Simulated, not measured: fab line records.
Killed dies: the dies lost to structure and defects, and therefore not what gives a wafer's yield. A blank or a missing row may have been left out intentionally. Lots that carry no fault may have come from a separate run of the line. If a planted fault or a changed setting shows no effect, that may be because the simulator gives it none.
fab line records	flow nand_harc
record lots=13	wafers=39	last_day=27
route steps=1159 shown P_ZERO_WELL@32 P_GATE@132
lots that met no fault: from a run of the same line without faults
start_h: hours from the record's first day to the start of the lot's first wafer shown	wait_h: hours elapsed since this lot's preceding step	" unchanged from the row above	L1.1+2: several wafers, shown together as one row	- either no value or no given start	* or withheld: withheld	< > ~ a bound
route shown NAME@n: NAME is a module with steps in the file, n the number in the route of the first one	usual: the fault-free wafers' mean and standard deviation	same: alike in all rows	chamber/n: place in a boat	sites: the reading at each site	_std_site: how widely they spread, as a standard deviation	_edge_site: the outer-site mean with the inner-site mean subtracted	radius_mm: how far each site lies from the wafer's centre	mask NAME#n: copy n	behind: tool/chamber where the wafer was last shaped	hold: why the lot was held/for how many hours/how that ended	device: whichever transistor did not switch (one of n, p or np)	end of line: the tests these same wafers got at the end of their route	a step with no rows: only its recipe	killed: dies that structure and defects cost at the first sort, which is not the same as the wafer's yield	map: shows each die of a wafer: x if killed, . if not, _ if none is there
set.NAME: the run value of the setting; set.NAME@STEP: its run value at that earlier step	model.NAME: the simulator's own value behind a step, which no gauge read
route steps across a sampled set of lots; one table per step, one row per wafer
services: from which hour (start_h, from the record's first day; less than 0 if before it) a tool's chamber was out of use, for how many hours, and why
## steps
# step NHARC_P_ZERO_WELL_IMPLANT_27
# recipe energy_kev=600	dose_cm2=1e+13	tilt_deg=7
lot.wafer	tool	chamber	start_h	wait_h
L339.1+5+6	implanter-02	0	14.98	0.1
L341.1+3+4	implanter-02	0	26.85	0.1
L342.1+4+6	implanter-02	0	32.77	0.1
L342.1+4+6	implanter-02	0	33.20	0.4
L343.1+4+5	implanter-02	0	39.94	0.1
L344.4+5+6	implanter-01	0	45.01	0.2
L344.4+5+6	implanter-01	0	45.43	0.4
L345.1+2+4	implanter-01	0	50.93	0.1
L345.1+2+4	implanter-01	0	51.35	0.4
L352.4+5+6	implanter-01	0	93.21	0.4
L355.1+2+5	implanter-02	0	110.87	0.1
L356.1+3+4	implanter-01	0	116.98	0.1
L357.2+5+6	implanter-02	0	122.80	0.2
L360.1+2+6	implanter-02	0	140.91	0.1
L361.2+5+6	implanter-01	0	146.83	0.1
L362.3+4+6	implanter-02	0	152.97	0.2
# step NHARC_P_ZERO_WELL_DESCUM_54
# recipe time_s=3	o2_flow_sccm=200	ar_flow_sccm=0	bias_power_w=0	chemistry=O2
# usual drypump_motor_current_A=5.9/0.43	oes_product_au=1.001/0.0075	rf_vpp_V=58.0/0.88	showerhead_plenum_p_Torr=1.94/0.079	throttle_valve_pct=11.312/0.0079
lot.wafer	tool	chamber	start_h	wait_h	drypump_motor_current_A	oes_product_au	rf_hours_counter_h	rf_vpp_V	showerhead_plenum_p_Torr	throttle_valve_pct
L339.1	rie_diel-02	1	18.05	-	5.5	1.001	4	58.7	2.06	11.312
L339.6	"	3	"	"	5.5	0.983	-	59.9	1.88	11.322
L339.5	"	0	"	"	6.0	1.001	-	59.1	1.88	11.309
L341.4	rie_diel-10	0	30.03	-	6.1	1.014	2	57.0	2.00	11.305
L341.3	"	2	"	"	6.4	0.995	2	57.8	1.87	11.335
L341.1	"	3	"	"	6.6	0.994	2	57.5	1.85	11.315
L342.4	rie_diel-01	0	36.17	-	6.3	1.022	4	57.4	1.92	11.308
L342.1	"	2	"	"	5.7	1.015	5	59.0	1.97	11.311
L342.6	"	3	"	"	5.5	1.008	-	57.4	1.98	11.321
L343.1	rie_diel-10	1	42.99	-	5.3	1.010	3	57.8	1.93	11.294
L343.4	"	3	"	"	6.6	0.989	3	57.0	1.85	11.325
L343.5	"	1	"	"	5.3	1.004	-	56.9	1.93	11.307
L344.4	rie_diel-10	3	48.31	-	6.5	0.995	4	58.4	1.85	11.324
L344.5	"	2	"	"	6.4	1.003	-	57.8	1.87	11.308
L344.6	"	3	"	"	6.6	1.000	-	57.2	1.85	11.309
L345.2	rie_diel-02	1	54.47	-	5.6	1.001	6	58.9	2.05	11.318
L345.4	"	2	"	"	5.8	0.999	6	58.4	2.07	11.325
L345.1	"	3	"	"	5.5	0.989	2	58.7	1.88	11.316
L352.4	rie_diel-02	2	96.21	-	5.9	1.007	8	59.8	2.06	11.306
L352.6	"	1	"	"	5.5	0.997	-	58.7	2.05	11.319
L352.5	"	2	"	"	5.9	1.001	-	58.7	2.06	11.302
L355.2	rie_diel-02	2	113.92	-	5.8	0.993	9	57.6	2.06	11.300
L355.1	"	0	"	"	6.0	0.996	10	58.3	1.88	11.308
L355.5	"	3	"	"	5.5	0.997	-	56.5	1.88	11.322
L356.3	rie_diel-01	1	119.99	-	5.2	1.005	10	57.3	1.80	11.322
L356.1	"	2	"	"	5.7	1.011	11	57.3	1.97	11.301
L356.4	"	0	"	"	6.3	0.998	-	60.1	1.92	11.319
L357.2	rie_diel-02	3	125.98	-	5.5	0.992	7	58.1	1.88	11.301
L357.6	"	0	"	"	6.0	1.003	-	57.7	1.88	11.303
L357.5	"	1	"	"	5.5	1.015	-	58.9	2.05	11.304
L360.2	rie_diel-02	0	144.06	-	6.0	0.998	13	56.8	1.88	11.310
L360.1	"	1	"	"	5.5	1.017	12	58.6	2.05	11.316
L360.6	"	0	"	"	6.0	1.008	-	58.7	1.88	11.309
L361.2	rie_diel-02	0	149.85	-	6.0	1.009	13	58.0	1.87	11.309
L361.6	"	2	"	"	5.8	0.991	-	58.3	2.06	11.324
L361.5	"	3	"	"	5.5	0.993	-	57.9	1.88	11.311
L362.3	rie_diel-10	0	155.96	-	6.1	1.010	12	57.1	2.00	11.308
L362.4	"	2	"	"	6.4	1.003	12	55.9	1.87	11.310
L362.6	"	0	"	"	6.1	1.008	-	58.0	2.00	11.309
# step NHARC_P_GATE_DEP_103
# recipe target_thk_a=300	target_thk_nm=30	temp_c=400	flow_sccm=200	rf_w=350	material=SiON
# usual heater_power_w=732/67	rf_fwd_power_W=348.5/1.2
lot.wafer	tool	chamber	start_h	wait_h	heater_power_w	rf_fwd_power_W	since_wet_clean_h
L339.1	pecvd-03	1	77.64	0.6	672	349.6	135
L339.6	"	2	"	"	772	348.3	-
L339.5	"	0	"	"	697	349.2	-
L341.1	pecvd-02	2	96.92	0.6	784	348.8	112
L341.3	"	1	"	"	822	348.8	112
L341.4	"	1	"	"	823	349.1	-
L342.1	pecvd-03	0	105.40	0.6	667	349.7	162
L342.4	"	1	"	"	665	349.9	-
L342.6	"	2	"	"	802	350.5	-
L343.1	pecvd-04	0	111.19	0.6	736	348.5	84
L343.5	"	1	"	"	720	348.6	-
L343.4	"	0	"	"	740	350.0	-
L344.6	pecvd-02	0	118.50	0.1	806	345.7	-
L344.5	"	1	"	"	729	348.6	-
L344.4	"	2	"	"	836	345.5	-
L345.1	pecvd-04	1	129.35	0.6	701	347.1	102
L345.2	"	2	"	"	729	348.5	102
L345.4	"	1	"	"	683	348.6	-
L352.5	pecvd-04	0	169.60	0.3	619	349.1	-
L352.4	"	1	"	"	700	348.9	-
L352.6	"	2	"	"	657	346.9	-
L355.1	pecvd-03	2	181.82	0.6	774	349.6	58
L355.2	"	1	"	"	638	347.9	58
L355.5	"	0	"	"	657	349.3	-
L356.1	pecvd-04	2	191.39	0.6	737	348.9	164
L356.3	"	0	"	"	735	349.9	164
L356.4	"	0	"	"	725	348.9	-
L357.2	pecvd-03	0	197.04	0.5	678	347.7	73
L357.6	"	0	"	"	673	347.6	-
L357.5	"	1	"	"	719	348.2	-
L360.2	pecvd-02	2	216.71	0.5	718	350.1	51
L360.1	"	0	"	"	853	349.4	51
L360.6	"	2	"	"	711	347.3	-
L361.2	pecvd-02	1	219.56	0.5	836	348.2	54
L361.6	"	2	"	"	677	348.3	-
L361.5	"	1	"	"	832	349.2	-
L362.3	pecvd-02	2	236.10	0.4	737	348.5	70
L362.6	"	0	"	"	840	349.8	-
L362.4	"	2	"	"	749	348.0	-
# step NHARC_P_GATE_DESCUM_61
# recipe time_s=3	o2_flow_sccm=200	ar_flow_sccm=0	bias_power_w=0	chemistry=O2
# usual drypump_motor_current_A=5.6/0.36	oes_product_au=1.000/0.0072	rf_vpp_V=57.6/0.88	showerhead_plenum_p_Torr=1.88/0.058	throttle_valve_pct=11.312/0.0096
lot.wafer	tool	chamber	start_h	wait_h	drypump_motor_current_A	oes_product_au	rf_hours_counter_h	rf_vpp_V	showerhead_plenum_p_Torr	throttle_valve_pct
L339.1	rie_diel-11	0	92.39	-	5.5	1.010	26	58.5	1.82	11.298
L339.6	"	2	"	"	5.8	1.000	-	58.7	1.89	11.309
L339.5	"	3	"	"	5.7	1.002	-	58.1	1.89	11.311
L341.1	rie_diel-04	2	111.75	-	5.6	1.005	32	59.0	1.90	11.310
L341.3	"	0	"	"	5.6	1.010	33	57.7	1.80	11.339
L341.4	"	1	"	"	5.9	0.994	34	56.6	1.91	11.311
L342.4	rie_diel-13	0	120.07	-	5.4	0.987	5	56.5	1.97	11.325
L342.1	"	1	"	"	5.4	0.989	6	57.9	1.88	11.302
L342.6	"	3	"	"	6.6	0.986	-	56.7	1.78	11.322
L343.4	rie_diel-04	0	126.09	-	5.5	1.000	1	56.6	1.80	11.300
L343.1	"	1	"	"	5.8	0.998	1	57.6	1.91	11.322
L343.5	"	0	"	"	5.5	0.991	-	57.6	1.80	11.313
L344.4	rie_diel-11	0	134.36	-	5.5	1.014	43	57.5	1.81	11.315
L344.6	"	0	"	"	5.5	1.014	-	58.4	1.81	11.322
L344.5	"	1	"	"	5.7	1.007	-	56.3	1.95	11.304
L345.4	rie_diel-11	1	143.96	-	5.7	0.998	46	56.1	1.95	11.319
L345.1	"	2	"	"	5.8	0.995	44	58.2	1.89	11.318
L345.2	"	3	"	"	5.7	0.999	43	57.9	1.88	11.340
L352.4	rie_diel-13	1	191.38	-	5.3	1.002	27	57.8	1.88	11.313
L352.6	"	0	"	"	5.4	0.993	-	57.4	1.96	11.318
L352.5	"	1	"	"	5.3	1.004	-	56.2	1.88	11.306
L355.2	rie_diel-04	1	196.37	-	5.9	1.001	12	58.1	1.91	11.309
L355.1	"	2	"	"	5.6	1.014	13	57.7	1.89	11.314
L355.5	"	1	"	"	5.9	1.005	-	57.2	1.91	11.317
L356.1	rie_diel-04	3	206.08	-	4.9	1.000	16	58.2	1.93	11.308
L356.4	"	1	"	"	5.9	1.007	15	58.6	1.91	11.326
L356.3	"	2	"	"	5.6	1.000	15	57.3	1.89	11.323
L357.2	rie_diel-04	0	212.57	-	5.6	1.003	18	57.6	1.80	11.314
L357.5	"	0	"	"	5.6	1.005	-	56.4	1.80	11.323
L357.6	"	1	"	"	5.8	0.997	-	58.6	1.91	11.323
L360.1	rie_diel-11	1	231.46	-	5.7	1.005	12	57.4	1.94	11.307
L360.2	"	2	"	"	5.8	0.999	12	57.9	1.88	11.315
L360.6	"	2	"	"	5.8	1.001	-	58.7	1.88	11.301
L361.2	rie_diel-04	1	234.22	-	5.9	1.006	18	58.1	1.91	11.320
L361.6	"	0	"	"	5.6	1.002	-	59.0	1.80	11.318
L361.5	"	3	"	"	5.0	1.000	-	56.2	1.93	11.328
L362.4	rie_diel-04	2	250.64	-	5.6	1.006	20	58.8	1.89	11.310
L362.3	"	1	"	"	5.9	1.007	20	57.8	1.90	11.301
L362.6	"	3	"	"	4.9	0.992	-	57.3	1.93	11.320
## services
tool	chamber	start_h	hours	kind
rie_diel-10	-	-0.50	9.0	pm
implanter-01	-	7.02	9.4	repair
rie_diel-11	-	12.65	9.0	pm
pecvd-04	-	14.00	13.0	pm
implanter-01	-	52.03	8.8	repair
implanter-02	-	56.09	3.0	repair
pecvd-04	-	62.25	0.5	repair
implanter-01	-	67.51	2.8	repair
pecvd-02	0	77.98	4.8	repair
implanter-02	-	85.09	13.0	pm
rie_diel-10	1	89.64	6.7	repair
rie_diel-04	-	111.98	9.0	pm
implanter-02	-	127.20	2.9	repair
rie_diel-04	1	137.93	4.7	repair
rie_diel-02	-	150.70	9.0	pm
pecvd-02	-	153.00	13.0	pm
implanter-01	-	161.92	1.5	repair
pecvd-02	-	188.01	1.8	repair
rie_diel-04	-	191.45	2.7	repair
rie_diel-02	3	196.72	6.7	repair
pecvd-02	-	204.43	2.0	repair
rie_diel-02	1	210.53	15.4	repair
implanter-02	-	230.94	3.9	repair
rie_diel-04	2	233.99	2.6	repair
## key
first_sign step=NHARC_P_ZERO_WELL_IMPLANT_27	reading=visit	direction=added
effect none on later readings
met_at NHARC_P_ZERO_WELL_IMPLANT_27
struck_lots L342,L344,L345
tester_left_out L342,L344,L345
not_acting_at NHARC_P_ZERO_WELL_DESCUM_54,NHARC_P_GATE_DEP_103,NHARC_P_GATE_DESCUM_61
fault kind=repeated_step_whole	tool=implanter-01,implanter-02	chamber=-	onset_h=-	steps=NHARC_P_ZERO_WELL_IMPLANT_27	times=1	scope=struck_lots_only
# tester_left_out: of these lots the tester's yield and bins aren't shown, on N5 and GAA mostly nor the transistor test; their killed dies are dies lost to structure and defects alone, not to doping, threshold or leakage, so they don't give the yield
